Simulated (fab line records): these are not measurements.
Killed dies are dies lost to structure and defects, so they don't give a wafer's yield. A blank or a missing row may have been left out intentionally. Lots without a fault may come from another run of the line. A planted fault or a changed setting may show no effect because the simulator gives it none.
fab line records    flow n5_finfet
record: lots: 3  wafers: 9  last_day: 13
route steps=1938 shown BEOL_M3@962 BEOL_M4@1111 PASSIVATION@1936
lots that met no fault: from a run of the same line without faults
start_h: start of the lot's first displayed wafer, in hours after the record's first day    wait_h: time in hours since the lot's previous step    " as in the row above    L1.1+2: a row that stands for several wafers    - no value, or no start was given    * or withheld: withheld    < > ~ a bound
route shown NAME@n: NAME is a module with steps in the file, n the number in the route of the first one    usual: the fault-free wafers' mean and standard deviation    same: alike in all rows    chamber/n: place in a boat    sites: per-site readings    _std_site: how widely they spread, as a standard deviation    _edge_site: the outer-site mean with the inner-site mean subtracted    radius_mm: for every site, how far away it sits from the centre of the wafer    mask NAME#n: copy n    behind: the tool/chamber that last shaped the wafer    hold: the reason the lot was held/the length of the hold in hours/how it ended    device: which transistor (n, p or np) failed to switch    end of line: the tests these same wafers got at the end of their route    a step with no rows: only its recipe    killed: the dies lost at the first sort to structure and to defects; this is not the yield of the wafer    map: shows each die of a wafer: x if killed, . if not, _ if none is there
set.NAME: the run value of the setting; set.NAME@STEP: its run value at that earlier step    model.NAME: the simulator's own value behind a step, which no gauge read
a table for each step, a row for each wafer; lots at some steps of the route
services: a tool's chamber out of use, with start hour (start_h, from the record's first day; less than 0 if before it), hours out, and reason
== steps ==
step: N5_BEOL_M3_SOFTBAKE_23
recipe: temp_c: 110  time_s: 60  resist: CAR-EUV
step: N5_BEOL_M3_EXPOSE_25
recipe: mask_id: V2  na: 0.33  source_shape: quasar  sigma_inner: 0.2  sigma_outer: 0.8  polarization: unpolarized  defocus_nm: 5  dose_mj: 63
step: N5_BEOL_M3_PEB_26
recipe: peb_temp_c: 100  peb_time_s: 60  resist: CAR-EUV
step: N5_BEOL_M3_DEVELOP_27
recipe: develop_time_s: 30  developer: TMAH  resist: CAR-EUV  rinse_liquid: surfactant_rinse  dry: air_spin  dev_temp_c: 23
step: N5_BEOL_M3_DESCUM_33
recipe: chemistry: O2  time_s: 7  source_power_w: 50  bias_power_w: 20  pressure_mtorr: 20  rf_frequency_hz: 2.712e+07  temp_c: 40  resist: CAR-EUV  o2_flow_sccm: 225
step: N5_BEOL_M3_ETCH_77
recipe: chemistry: N2/H2  target: underlayer  target_depth_a: 65  mask_material: CAR-EUV  time_s: 5.2  ion_energy_ev: 200  pressure_mtorr: 30  source_w: 840  bias_w: 150  n2_flow_sccm: 200  h2_flow_sccm: 200  ends: cleared
step: N5_BEOL_M3_ETCH_69
recipe: chemistry: CF4  target: SiARC  target_depth_a: 156  mask_material: CAR-EUV  time_s: 26  ion_energy_ev: 80  pressure_mtorr: 40  source_w: 545  bias_w: 36  Ar_flow_sccm: 100  cf4_flow_sccm: 100  ends: cleared
step: N5_BEOL_M3_ALD_98
recipe: material: SiO2  target_thk_a: 25  temp_c: 100  ald_precursor_family: BDEAS  ald_co_reactant: O2-plasma  pulse_time_s: 1  co_reactant_pulse_time_s: 1  purge_time_s: 2  co_reactant_purge_time_s: 2  ald_cycles: 17  pressure_torr: 2
step: N5_BEOL_M3_ETCHBACK_99
recipe: chemistry: CHF3  target: SiO2  target_depth_a: 50  time_s: 10.4  source_w: 215  bias_w: 47  Ar_flow_sccm: 200  CHF3_flow_sccm: 12  ion_energy_ev: 100  pressure_mtorr: 30
step: N5_BEOL_M3_ETCH_70
recipe: chemistry: N2/H2  target: SOC  target_depth_a: 800  overetch_a: 160  mask_material: SiARC  temp_c: 40  time_s: 120  ion_energy_ev: 200  pressure_mtorr: 30  source_w: 840  bias_w: 150  n2_flow_sccm: 200  h2_flow_sccm: 200
usual: drypump_motor_current_A: 5.6/0.51  oes_product_au: 0.60/0.057  rf_vpp_V: 524.5/1.8  showerhead_plenum_p_Torr: 2.57/0.057  throttle_valve_pct: 17.88/0.19
lot.wafer  tool         chamber  start_h  wait_h  drypump_motor_current_A  oes_product_au  rf_hours_counter_h  rf_vpp_V  showerhead_plenum_p_Torr  throttle_valve_pct  model.SiARC_of_BEOL_M3_COAT_68.thk_nm  model.etch.depth_nm
L672.3     rie_diel-04  1        157.66   0.0     6.1                      0.58            159                 524.9     2.65                      17.81               6.4                                    60.07
L672.4     "            3        "        "       5.3                      0.65            44                  526.9     2.59                      17.68               6.6                                    60.02
L672.6     "            1        "        "       6.1                      0.58            -                   526.6     2.65                      17.82               6.4                                    60.07
L675.2     rie_diel-02  2        172.88   0.0     6.3                      0.74            5                   526.8     2.60                      17.66               6.2                                    60.03
L675.4     "            0        "        "       5.3                      0.54            203                 523.1     2.53                      18.22               6.6                                    59.72
L675.5     "            3        "        "       5.0                      0.57            -                   526.5     2.66                      17.77               6.4                                    59.8
L680.2     rie_diel-02  0        200.68   0.0     5.3                      0.53            210                 523.1     2.52                      18.23               8.6                                    58.54
L680.3     "            1        "        "       5.7                      0.60            147                 524.3     2.55                      17.89               6.6                                    59.86
L680.5     "            1        "        "       5.8                      0.60            -                   523.3     2.55                      17.87               6.4                                    59.76
step: N5_BEOL_M3_STRIP_71
recipe: chemistry: N2/H2  temp_c: 40  n2_flow_sccm: 200  h2_flow_sccm: 200  rf_frequency_hz: 6e+07
step: N5_BEOL_M3_STRIP_78
recipe: chemistry: N2/H2  temp_c: 40  n2_flow_sccm: 200  h2_flow_sccm: 200  rf_frequency_hz: 6e+07
step: N5_BEOL_M3_VIA_ETCH_34
recipe: chemistry: C4F6/O2  target_depth_a: 694  mask_material: SOC  pressure_mtorr: 15  ion_energy_ev: 250  taper_deg: 4  time_s: 65.9  source_w: 350  bias_w: 170  Ar_flow_sccm: 300  C4F6_flow_sccm: 10  O2_flow_sccm: 10
step: N5_BEOL_M3_STRIP_83
recipe: chemistry: C4F6/O2  resist: SiARC  rf_frequency_hz: 6e+07
step: N5_BEOL_M3_STRIP_36
recipe: chemistry: N2/H2  power_w: 450  temp_c: 40  pressure_mtorr: 20  rf_frequency_hz: 6e+07  overash_fraction: 0.3  bias_power_w: 7  h2_frac: 0.5  n2_flow_sccm: 200  h2_flow_sccm: 200
step: N5_BEOL_M3_TRENCH_ETCH_37
recipe: chemistry: C4F6/O2  target_depth_a: 555.55  target: SiOC  time_s: 29.2  ion_energy_ev: 250  pressure_mtorr: 30  source_w: 355  bias_w: 185  Ar_flow_sccm: 300  C4F6_flow_sccm: 10  O2_flow_sccm: 10
step: N5_BEOL_M3_ETCH_41
recipe: chemistry: CH3F/O2  target: SiCN  target_depth_a: 299  taper_deg: 2  time_s: 52.5  ion_energy_ev: 120  mask_material: TiN  pressure_mtorr: 30  source_w: 395  bias_w: 75  Ar_flow_sccm: 150  CH3F_flow_sccm: 30  O2_flow_sccm: 20
step: N5_BEOL_M3_STRIP_97
recipe: chemistry: N2/H2  time_s: 10  power_w: 450  temp_c: 40  pressure_mtorr: 20  rf_frequency_hz: 6e+07  bias_power_w: 7  n2_flow_sccm: 200  h2_flow_sccm: 200
step: N5_BEOL_M3_HM_STRIP_39
recipe: chemistry: peroxide_tin_strip  material: TiN  target_depth_a: 250  temp_c: 50  time_s: 158
step: N5_BEOL_M3_SRD_40
recipe: time_s: 30  temp_c: 23  rinse_liquid: diw  dry: ipa_marangoni
step: N5_BEOL_M3_PRECLEAN_42
recipe: chemistry: residue_remover  time_s: 60  temp_c: 40
step: N5_BEOL_M3_SRD_43
recipe: time_s: 30  temp_c: 23  rinse_liquid: diw  dry: ipa_marangoni
step: N5_BEOL_M3_DEGAS_44
recipe: ambient: vacuum  temp_c: 250  time_s: 60
step: N5_BEOL_M3_PRE_CLEAN_45
recipe: gas: H2/He  time_s: 30  temp_c: 250
step: N5_BEOL_M3_ALD_84
recipe: material: TaN  target_thk_a: *  temp_c: 275  ald_precursor_family: PDMAT  ald_co_reactant: NH3  pressure_torr: 3  carrier_flow_sccm: 1500  pulse_time_s: 2  purge_time_s: 3  co_reactant_purge_time_s: 2  co_reactant_pulse_time_s: 3  ald_cycles: 30  precursor_vessel_temp_c: 75  precursor_vessel_pressure_torr: 26.25  precursor_vessel_carrier_sccm: 1000
step: N5_BEOL_M3_SURFACE_TREAT_85
recipe: gas: Ar  time_s: *  ion_energy_ev: *  ion_current_ma_cm2: 0.5  pressure_mtorr: *  ar_flow_sccm: 30
step: N5_BEOL_M3_CVD_47
recipe: material: Co  target_thk_a: 30  temp_c: withheld  precursor: CCTBA/H2  pressure_torr: 30  time_s: 223.8
step: N5_BEOL_M3_SPUTTER_48
recipe: material: Cu  target_thk_a: 45  temp_c: -20  chamber_pressure_pa: 0.07  power_w: withheld  time_s: 8.29
step: N5_BEOL_M3_ANNEAL_49
recipe: temp_c: 400  time_s: 240  ambient: vacuum
step: N5_BEOL_M3_SPUTTER_79
recipe: material: Cu  target_thk_a: 45  temp_c: -20  chamber_pressure_pa: 0.07  power_w: withheld  time_s: 8.29
step: N5_BEOL_M3_ANNEAL_80
recipe: temp_c: 400  time_s: 240  ambient: vacuum
step: N5_BEOL_M3_SPUTTER_81
recipe: material: Cu  target_thk_a: 45  temp_c: -20  chamber_pressure_pa: 0.07  power_w: withheld  time_s: 8.29
step: N5_BEOL_M3_ANNEAL_82
recipe: temp_c: 400  time_s: 240  ambient: vacuum
step: N5_BEOL_M3_SPUTTER_86
recipe: material: Cu  target_thk_a: 45  temp_c: -20  chamber_pressure_pa: 0.07  power_w: withheld  time_s: 8.29
step: N5_BEOL_M3_ANNEAL_87
recipe: temp_c: 400  time_s: 240  ambient: vacuum
step: N5_BEOL_M3_SPUTTER_88
recipe: material: Cu  target_thk_a: 45  temp_c: -20  chamber_pressure_pa: 0.07  power_w: withheld  time_s: 8.29
step: N5_BEOL_M3_ANNEAL_89
recipe: temp_c: 400  time_s: 240  ambient: vacuum
step: N5_BEOL_M4_RC_MEAS_101
usual: DIBL_N: 36.3/2.2  DIBL_P: 36.0/2.4  IOFF_N: 0.16/0.042  IOFF_P: 0.22/0.041  ION_N: 672/14  ION_P: 462/7.9  SS_N: 71.7/0.76  SS_P: 73.3/0.72  VT_N: 250/3.6  VT_P: -249/3
lot.wafer  tool       chamber  start_h  wait_h  DIBL_N[mV/V]  DIBL_P[mV/V]  IOFF_N[nA/um]  IOFF_P[nA/um]  ION_N[uA/um]  ION_P[uA/um]  SS_N[mV/dec]  SS_P[mV/dec]  VT_N[mV]  VT_P[mV]
L672.3     prober-02  0        176.06   0.3     37.1          36.9          0.17           0.24           673           463           71.3          72.7          251       -247
L672.4     "          0        "        "       36.5          36.9          0.18           0.25           672           465           70.9          73.6          246       -246
L672.6     "          0        "        "       37.1          37.1          0.16           0.25           666           460           72.0          73.4          250       -248
L675.2     prober-02  0        192.12   0.2     36.5          37.3          0.15           0.23           654           455           72.0          73.1          253       -251
L675.4     "          0        "        "       33.4          33.7          0.13           0.18           669           462           70.8          72.4          252       -253
L675.5     "          0        "        "       36.3          37.2          0.16           0.24           667           464           71.6          73.4          248       -249
L680.2     prober-01  0        213.40   0.2     36.4          35.8          0.16           0.19           675           461           72.1          73.4          250       -252
L680.3     "          0        "        "       38.8          37.8          0.19           0.22           665           451           73.4          73.6          250       -250
L680.5     "          0        "        "       36.6          36.4          0.17           0.22           664           452           72.7          74.1          248       -251
step: N5_PASSIVATION_PROBE_49
usual: defect_limited_yield: 91.3/1.7  killed_at_M0_to_M3: 33/9.9  killed_at_M4_up: 14/6.4  killed_at_contacts: 12/7  killed_at_front_end: 41/13  killed_at_other: 3.1/2.9  killed_dies: 103/20  killed_on_rim: 13/4  killed_open: 67/14  killed_short: 34/9.4  sort_bin_5_function: 5.1/1.1  sort_bin_6_memory: 3.2/0.79  sort_n_pass: 1077/21  sort_yield_pct: 91.2/1.7
same: gross_dies: 1180  killed_at_back_side: 0  sort_bin_4_leakage[%]: 0  sort_bin_8_speed[%]: 0
lot.wafer  tool       chamber  start_h  wait_h  defect_limited_yield[%]  killed_at_M0_to_M3  killed_at_M4_up  killed_at_contacts  killed_at_front_end  killed_at_other  killed_dies  killed_on_rim  killed_open  killed_short  sort_bin_5_function[%]  sort_bin_6_memory[%]  sort_n_pass  sort_yield_pct[%]
L675.2     prober-01  -        291.35   0.1     90.9                     43                  7                9                   48                   0                107          11             62           44            5.4                     3.3                   1073         90.9
L675.4     prober-01  -        291.45   0.2     91.8                     14                  14               19                  47                   3                97           16             64           33            4.4                     3.6                   1083         91.8
L675.5     prober-01  -        291.50   0.2     92.2                     46                  11               10                  21                   4                92           11             56           35            4.7                     2.6                   1088         92.2
L680.2     prober-01  -        319.07   0.1     86.7                     82                  21               10                  41                   3                157          25             60           41            10.0                    3.1                   1023         86.7
killed by level:class
L675.2 STI_FIN_REVEAL:geometric_particle:open=17 BEOL_M0_SAQP:geometric_particle:short=11 BEOL_M0_SAQP:geometric_particle:open=10 BEOL_M1:geometric_particle:open=9 DUMMY_GATE:geometric_particle:open=6 GATE_CUT:geometric_particle:short=6 MOL_CONTACT_COAG:geometric_particle:open=5 MOL_CONTACT_COAG:geometric_particle:short=4
L675.4 STI_FIN_REVEAL:geometric_particle:open=17 MOL_CONTACT_COAG:geometric_particle:open=15 BEOL_M0_SAQP:geometric_particle:short=7 FIN_SAQP:geometric_particle:short=6 DUMMY_GATE:geometric_particle:open=5 FIN_SAQP:geometric_particle:open=4 MOL_CONTACT_COAG:geometric_particle:short=4 BEOL_M0_SAQP:geometric_particle:open=4
L675.5 BEOL_M0_SAQP:geometric_particle:short=16 BEOL_M0_SAQP:geometric_particle:open=11 MOL_CONTACT_COAG:geometric_particle:open=8 BEOL_M3:geometric_particle:open=8 DUMMY_GATE:geometric_particle:open=6 BEOL_M1:geometric_particle:open=4 BEOL_M1:geometric_particle:short=3 BEOL_M6:geometric_particle:open=3
L680.2 BEOL_M3:area_etch=53 FIN_SAQP:geometric_particle:short=12 FIN_SAQP:geometric_particle:open=10 BEOL_M4:geometric_particle:open=9 BEOL_M1:geometric_particle:open=7 MOL_CONTACT_COAG:geometric_particle:short=6 BEOL_M0_SAQP:geometric_particle:open=5 BEOL_M3:geometric_particle:open=5
map L680.2 (x killed, . not)
_________________...x........________________
______________..........x.....xx_____________
___________........x.x.........xxxx__________
__________........x.............x.x._________
________...x......x...........x..xx..._______
_______.......................x....xx..______
______....x.......x...x....x....x.x....x_____
_____................x............xx.....____
____.................x...........x..x...x.___
___.....x..xx...................x......x..x__
___..............x.x...x............x..x...__
__.............x...............x............_
__..........x...x.........................x._
_..x.....xx.x........x.................x.....
_.x.............x.x.x........x...x..x.....x..
_x.........xx....................x......x....
_.............x..x...........................
_..x.........x..x...............xx...........
_.x.x.......xx..........x.............x......
_...........x.....x...............x........x.
_..........xx......x......x...x..x.x.........
__...........xx......x...........x.....x.x.x_
__...............x.....................x...._
___x........x.x.xx....x...xx...............__
___..x.x.xx.......x...x..x......x....xx...x__
____...............x.............x.....x..___
_____x..............x.............x......____
______.............x.xx.....x..........._____
_______.....x.........xx.........x.....______
________............xx.x.x....x......x_______
__________....x.x....xx............._________
___________x.x....x.x...........xx.__________
______________.............x...._____________
_________________.xx....x..x.________________
map L675.2 (x killed, . not)
_________________......x.....________________
______________x.........x...x..._____________
___________........x...............__________
__________.....................x...._________
________..x..............x............_______
_______..x...x..x.........x.......x...x______
______.x..............x.x.......x......._____
_____.............x....x.....xx.........x____
____......x..................x............___
___.....x........xx............x.x.........__
___.....................................xx.__
__....x........x......x..........x.........._
__.....x.x................x........xx......._
_....x.....x...x.............................
_x.............x..........x..................
_...........xx..xx...x....x..................
_.......x.....x.......x......................
_x..........x..............x..x.xx.....x.....
_....xx.........x...x.x.x....................
_.....x.........xx...........................
_..................x......x..x...............
__xx.............................x.x........_
__.......x..............x.........x...x....._
___...x....x...............................__
___...............x.......x.............x..__
____....................x.....x..x........___
_____...x....x...........................____
______....x................x............_____
_______...........x..........x..x......______
________.x..x........................._______
__________...x...................x.._________
___________....x......x...xx.......__________
______________.....x............_____________
_________________............________________
== services ==
tool         chamber  start_h  hours  kind
rie_diel-04  0        185.19   4.0    repair
== key ==
first_sign: step: N5_PASSIVATION_PROBE_49  reading: killed_at_M0_to_M3  direction: up  sigmas: 5  usual: 33  struck: 82
effect: step: N5_PASSIVATION_PROBE_49  reading: sort_bin_5_function  direction: up  sigmas: 4.4  usual: 5.1  struck: 10.0
model_effect: step: N5_BEOL_M3_ETCH_70  value: SiARC_of_BEOL_M3_COAT_68.thk_nm  without: 6.6  struck: 8.6
more_kills_born_at: N5_BEOL_M3_ETCH_70@rie_diel-02: 53
met_at N5_BEOL_M3_ETCH_70
struck_wafers L680.2
onset_between 172.88 200.68
fault: kind: process_parameter_drift  tool: rie_diel-02  chamber: -  onset_h: 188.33  steps: N5_BEOL_M3_ETCH_70  channel: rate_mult  offset: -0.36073  shape: step  end_h: 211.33  scope: struck_wafers_only
